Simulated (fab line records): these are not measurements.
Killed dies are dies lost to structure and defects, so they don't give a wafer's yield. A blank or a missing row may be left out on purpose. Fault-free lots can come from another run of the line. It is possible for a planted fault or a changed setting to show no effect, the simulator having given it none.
8D (eight disciplines) problem report, filled in by code | flow n5_finfet | the parts of the form that need people (team, actions taken, sign-off) are left out

1. PROBLEM STATEMENT
Mean M2_ILD_THK at N5_BEOL_M2_THK_MEAS_01: 107.8 nm over 2 wafers in 2 lots; fault-free wafers: 78.6 nm, standard deviation 1.1. Relative to the usual mean, that is a shift of +27 standard deviations.
First seen on wafer L217.4, day 10 00:53, on film_metro-01. The record has a number at this step for 28 wafers belonging to 10 lots. Rule for "out" (also "out of limits"): further than 4 standard deviations from the usual mean. The other wafers with a number count as sound.

2. WHAT IT IS, AND WHAT IT ISN'T
question                    | is                | is not
which readings at this step | M2_ILD_THK        | -
which lots                  | L217, L221        | L204, L205, L206, L211, L212, L223, L224, L225
which wafers of those lots  | L217.4, L221.2    | L217.6, L221.3
read on which gauges        | film_metro-01     | film_metro-02
when                        | from day 10 00:53 | up to then (16 sound wafers); but 10 sound wafers of L221, L223, L224, L225 came after

3. WHAT RULES OUT EACH SUSPECT
Counting: any tool at a process step up to the reading remains a suspect provided it ran every lot that is out. Sound lots after the first of them don't rule it out here, since some wafers of a struck lot are sound.
- the gauge at N5_BEOL_M2_THK_MEAS_01: ruled out. All the wafers that are out were read on film_metro-01, but those of them that N5_PASSIVATION_PROBE_49 has rows for are out there too, on other tools.
- pecvd-01 at N5_BEOL_M2_ILD_DEP_00 (deposits SiOC from DEMS/O2, target thk 79 nm, time 15.3 s): kept. It ran every lot that is out, first L217 (day 10 00:50); its last sound lot up to then is L212 (day 9 06:07).
The count leaves pecvd-01 at N5_BEOL_M2_ILD_DEP_00.

4. THE CAUSE (what the simulator had put in)
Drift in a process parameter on pecvd-01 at N5_BEOL_M2_ILD_DEP_00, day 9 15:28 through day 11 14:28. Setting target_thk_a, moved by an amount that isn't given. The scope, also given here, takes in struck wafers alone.
Only this tool survived the counting.

5. THE EFFECT CHAIN, in route order
Rows list readings where the struck wafers' mean (over those with a number) sits beyond 3 standard deviations from the usual. Only readings for which the record gives a usual standard deviation are gone through. hours: the time from each lot's start at the first step in this table that gives one to its start at this step, as a median over the lots. sigmas: the change in usual standard deviations.
hours | step                    | reading              | usual   | on struck wafers | change | sigmas
0     | N5_BEOL_M2_THK_MEAS_01  | M2_ILD_THK           | 78.6 nm | 107.8            | +29.2  | +27
153   | N5_PASSIVATION_PROBE_49 | defect_limited_yield | 91.1 %  | 9.8              | -81.2  | -58
153   | N5_PASSIVATION_PROBE_49 | killed_at_M0_to_M3   | 34      | 1001             | +967   | +99 or more
153   | N5_PASSIVATION_PROBE_49 | killed_dies          | 105     | 1064             | +959   | +60
153   | N5_PASSIVATION_PROBE_49 | killed_on_rim        | 13      | 75               | +62    | +15
153   | N5_PASSIVATION_PROBE_49 | sort_bin_5_function  | 5.2 %   | 86.9             | +81.7  | +93
153   | N5_PASSIVATION_PROBE_49 | sort_n_pass          | 1074    | 116              | -958   | -56
153   | N5_PASSIVATION_PROBE_49 | sort_yield_pct       | 91.0 %  | 9.8              | -81.2  | -54
Here are the process steps it includes:
- N5_PASSIVATION_PROBE_49

6. WHAT WOULD HAVE CAUGHT IT SOONER
The first out-of-limits reading at a measuring or inspecting step in this record came at day 10 00:53, 9 hours after the fault's start at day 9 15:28.
No tool reading at N5_BEOL_M2_ILD_DEP_00 that has a usual standard deviation in the record was out on any struck wafer, so an alarm limit of 4 standard deviations on those readings would not have fired.
Among the 2 lots that are out, L221 began N5_BEOL_M2_ILD_DEP_00 on pecvd-01 after day 10 00:53. Had the tool been put on hold then, it would have been spared.
